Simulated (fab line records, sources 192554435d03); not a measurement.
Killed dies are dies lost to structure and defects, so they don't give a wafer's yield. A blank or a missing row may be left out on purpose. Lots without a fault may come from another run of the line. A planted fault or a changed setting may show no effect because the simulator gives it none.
Split-lot experiment | flow n5_finfet | 7 lots, 21 wafers read, on a route of 1938 steps

THE SPLIT
At N5_BEOL_M13_ETCH_59 (etches BARC in N2/H2, target depth 89 nm, overetch 26.7 nm, time 67.9 s), the setting time_s was moved away from the recipe's 67.9 s on 7 of the 21 wafers read, by +6.6% to +20.0%. The other wafers ran this setting at the recipe's value.

The reading is taken at the split's own step.

THE READING
coat_of_BEOL_M13_COAT_04.thk_nm (the simulator's own value, which no gauge read), in nm, at N5_BEOL_M13_ETCH_59 (etches BARC in N2/H2, target depth 89 nm, overetch 26.7 nm, time 67.9 s). The file gives no usual value for it. The 14 wafers here that ran the recipe average 317.1 nm, standard deviation 2.3 nm.

wafer  | tool, chamber at the split | time_s as run, s | against the recipe | coat_of_BEOL_M13_COAT_04.thk_nm, nm | against lot-mates on the recipe
L074.3 | rie_diel-04, 1             | 79.49            | +17.1%             | 306.2                               | -12.5
L074.5 | rie_diel-04, 3             | 67.9             | recipe             | 317.6                               | -
L074.6 | rie_diel-04, 2             | 67.9             | recipe             | 319.8                               | -
L078.1 | rie_diel-06, 0             | 72.87            | +7.3%              | 312.2                               | -8.3
L078.2 | rie_diel-06, 1             | 67.9             | recipe             | 319.8                               | -
L078.4 | rie_diel-06, 1             | 67.9             | recipe             | 321.2                               | -
L082.4 | rie_diel-02, 0             | 67.9             | recipe             | 317.6                               | -
L082.5 | rie_diel-02, 3             | 81.51            | +20.0%             | 303.6                               | -14.0
L082.6 | rie_diel-02, 2             | 81.51            | +20.0%             | 308.4                               | -9.2
L084.1 | rie_diel-06, 1             | 72.35            | +6.6%              | 314.4                               | -1.2
L084.4 | rie_diel-06, 0             | 67.9             | recipe             | 315.6                               | -
L084.6 | rie_diel-06, 1             | 72.35            | +6.6%              | 315.4                               | -0.2
L089.1 | rie_diel-06, 3             | 67.9             | recipe             | 320.6                               | -
L089.4 | rie_diel-06, 2             | 67.9             | recipe             | 315.4                               | -
L089.5 | rie_diel-06, 0             | 67.9             | recipe             | 314.4                               | -
L092.2 | rie_diel-06, 2             | 67.9             | recipe             | 316.8                               | -
L092.3 | rie_diel-06, 0             | 67.9             | recipe             | 315.2                               | -
L092.6 | rie_diel-06, 2             | 67.9             | recipe             | 316                                 | -
L097.1 | rie_diel-04, 3             | 67.9             | recipe             | 316                                 | -
L097.3 | rie_diel-04, 1             | 76.63            | +12.9%             | 306.2                               | -8.8
L097.6 | rie_diel-04, 1             | 67.9             | recipe             | 314                                 | -

THE FIT
A straight line over all 21 wafers: coat_of_BEOL_M13_COAT_04.thk_nm changes by -0.603 nm for each +1% of time_s; r = -0.88; the points scatter about the line by 2.3 nm.
The same after taking each lot's own level away (the mean of its wafers on the recipe; 21 wafers): -0.622 nm for each +1%; r = -0.91; scatter 2.1 nm.
On that fit, the largest move of time_s shifts the reading by 12 nm.
The lots' own levels span 315.00 to 320.50 nm, that is 2.4 times the standard deviation above.
So the lot-to-lot level changes the slope little: the two slopes agree.
Check: with one of the wafers moved furthest among these (+20.0%) left out of the fit, the line predicts -11.7 nm for it against its lot-mates. It came out at -14 nm against them.

OTHER SPLITS ON THESE WAFERS
These wafers also went through other splits before the reading. Each is held against what the fit with the lots' levels taken away leaves over:
other split on the same wafers   | wafers away from the commonest value | r with coat_of_BEOL_M13_COAT_04.thk_nm (lot level and that fit taken away)
N5_BEOL_M9_CMP_52 down_force_psi | 11                                   | +0.00
N5_BEOL_M11_PECVD_70 time_s      | 8                                    | -0.10
N5_BEOL_M11_VIA_ETCH_34 source_w | 9                                    | -0.33

THE FILE'S OWN FIT
coat_of_BEOL_M13_COAT_04.thk_nm changes by -0.654 nm for each +1% of time_s, r = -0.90.
